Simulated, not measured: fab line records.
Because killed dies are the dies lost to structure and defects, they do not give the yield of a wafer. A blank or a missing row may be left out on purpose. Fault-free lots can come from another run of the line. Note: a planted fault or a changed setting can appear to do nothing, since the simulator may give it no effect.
Matching of chambers ; flow n5_finfet ; N5_BEOL_M3_DESCUM_33 on rie_diel-02: 4 sister chambers
The step chemistry O2, time 7 s. 16 wafers are shown with their chamber, then 8 later ones without.

EACH WAFER AND ITS CHAMBER
wafer;chamber;drypump_motor_current_A (A);showerhead_plenum_p_Torr (Torr);throttle_valve_pct (%)
L079.1;2;5.6;2.18;20.30
L079.2;3;6.0;1.99;20.41
L079.3;0;5.0;2.16;20.23
L082.3;2;5.5;2.18;20.30
L082.5;2;5.5;2.18;20.30
L082.6;1;6.4;2.02;20.56
L084.3;2;5.6;2.17;20.33
L084.5;2;5.6;2.17;20.35
L084.6;1;6.4;2.01;20.57
L085.3;3;6.0;1.98;20.43
L085.4;1;6.4;2.01;20.59
L085.6;2;5.6;2.17;20.33
L087.1;3;6.0;1.98;20.44
L087.2;2;5.6;2.17;20.34
L087.5;1;6.4;2.01;20.60
L092.3;3;6.0;1.98;20.45

SIGNATURES (averages over the wafers above)
reading;chamber 0;chamber 1;chamber 2;chamber 3;scatter within a chamber
drypump_motor_current_A;5.000;6.400;5.571;6.000;0.0345
showerhead_plenum_p_Torr;2.1600;2.0125;2.1743;1.9825;0.00518
throttle_valve_pct;20.2300;20.5800;20.3214;20.4325;0.0195
Rule: for a wafer and a chamber, the distance is found by dividing, reading by reading, the gap between the wafer's reading and the chamber's mean by the reading's scatter, squaring, summing and taking the root. If the next closest chamber is less than 2 further off than the closest, the wafer can't be placed; otherwise it belongs to the closest. The scatter: take each reading less its chamber's mean, square it, sum over the shown wafers, divide by the number of wafers less the number of chambers, and take the root.

WAFERS WITH NO CHAMBER GIVEN
wafer;drypump_motor_current_A (A);showerhead_plenum_p_Torr (Torr);throttle_valve_pct (%)
L092.4;5.0;2.15;19.76
L092.5;6.0;1.98;20.45
L093.1;5.6;2.17;20.35
L093.2;6.5;2.01;20.61
L093.6;6.5;2.01;20.60
L095.2;6.4;2.01;20.61
L095.3;6.0;1.98;20.45
L095.6;6.4;2.01;20.61

CHAMBER TAKEN BY EACH
wafer;from the rows above;in truth
L092.4;0;0
L092.5;3;3
L093.1;2;2
L093.2;1;1
L093.6;1;1
L095.2;1;1
L095.3;3;3
L095.6;1;1
8 of 8 placed correctly. From these rows, 0 cannot be placed. Number placed wrongly: 0.
